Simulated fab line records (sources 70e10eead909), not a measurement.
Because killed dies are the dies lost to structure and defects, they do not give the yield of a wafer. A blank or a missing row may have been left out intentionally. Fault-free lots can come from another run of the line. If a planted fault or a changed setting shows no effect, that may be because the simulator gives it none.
Problem report, 8D (eight disciplines) form, completed by code -- flow nandHarc -- the parts of the form that need people (team, actions taken, sign-off) are left out

== 1. THE PROBLEM ==
Mean of rawDefectCount at NHARC_A_CONTACT_INSPECT_71: 773 across 6 wafers in 2 lots; on wafers with no fault it is 80 (standard deviation 43). Relative to the usual mean, that is a shift of +16 standard deviations.
First seen on wafer L119.3, day 24 22:55, on defectInspect-02. The record has a number at this step for 30 wafers belonging to 10 lots. Rule for "out" (also "out of limits"): further than 4 standard deviations from the usual mean. Any other wafer with a number is counted as sound.

== 2. WHAT IT IS; WHAT IT IS NOT ==
question,is,is not
which readings at this step,rawDefectCount,-
which lots,"L119, L122","L113, L114, L117, L132, L133, L134, L135, L136"
which wafers of those lots,all that have a number,-
read on which gauges,defectInspect-02,defectInspect-01
when,from day 24 22:55,"up to then (9 sound wafers); but 15 sound wafers of L132, L133, L134, L135, L136 came after"

== 3. SUSPECTS, AND WHAT RULES EACH OUT ==
Counting: a tool at a process step up to the reading stays a suspect if it ran every lot that is out and no sound lot after the first of them.
- the gauge at NHARC_A_CONTACT_INSPECT_71: kept. All the wafers that are out were read on defectInspect-02, and no step on other tools shows them out.
- rieDiel-06 at NHARC_A_CONTACT_ETCH_102 (etches the open film in CF4/O2, target depth 100 nm, overetch 10 nm, time 55 s): ruled out as a lasting fault. Sound lots L133, L132, L135, L136 ran on it after its first lot that is out, L119 (day 24 15:51).
- pecvd-04 at NHARC_A_CONTACT_DEP_58 (deposits SiON, target thk 90 nm): ruled out as a lasting fault. Sound lots L133, L132, L134, L135, L136 ran on it after its first lot that is out, L119 (day 24 22:04).
Remaining after the count: defectInspect-02 at NHARC_A_CONTACT_INSPECT_71.

== 4. THE CAUSE (what the simulator had put in) ==
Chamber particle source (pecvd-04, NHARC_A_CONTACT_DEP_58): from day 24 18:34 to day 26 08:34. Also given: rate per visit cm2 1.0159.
It was ruled out by counting, in error; the rule expects a fault to strike all lots run on its tool from its start on, and this fault did not.

== 5. SEQUENCE OF EFFECTS, ordered by route ==
One row per reading whose mean, taken over the struck wafers that have a number, lies over 3 standard deviations from the usual. Scope: only readings with a usual standard deviation given in the record; hours: median across lots of the time from each lot's start at the first step in this table that gives one to its start at this step; sigmas: change in usual standard deviations.
hours,step,reading,usual,on struck wafers,change,sigmas
0,NHARC_A_CONTACT_INSPECT_71,rawDefectCount,80,773,+693,+16
94,NHARC_END_SORT_01,killedAtArray,54,143,+89,+4.2
94,NHARC_END_SORT_01,killedDies,58,146,+88,+4.2

== 6. HOW IT WOULD HAVE BEEN CAUGHT EARLIER ==
4 hours passed between the start of the fault at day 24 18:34 and the first reading out of limits at a measuring or inspecting step in this record, taken at day 24 22:55.
An alarm limit of 4 standard deviations would not have fired on the tool readings at NHARC_A_CONTACT_DEP_58 for which the record gives a usual standard deviation, since none of them was out on any struck wafer.
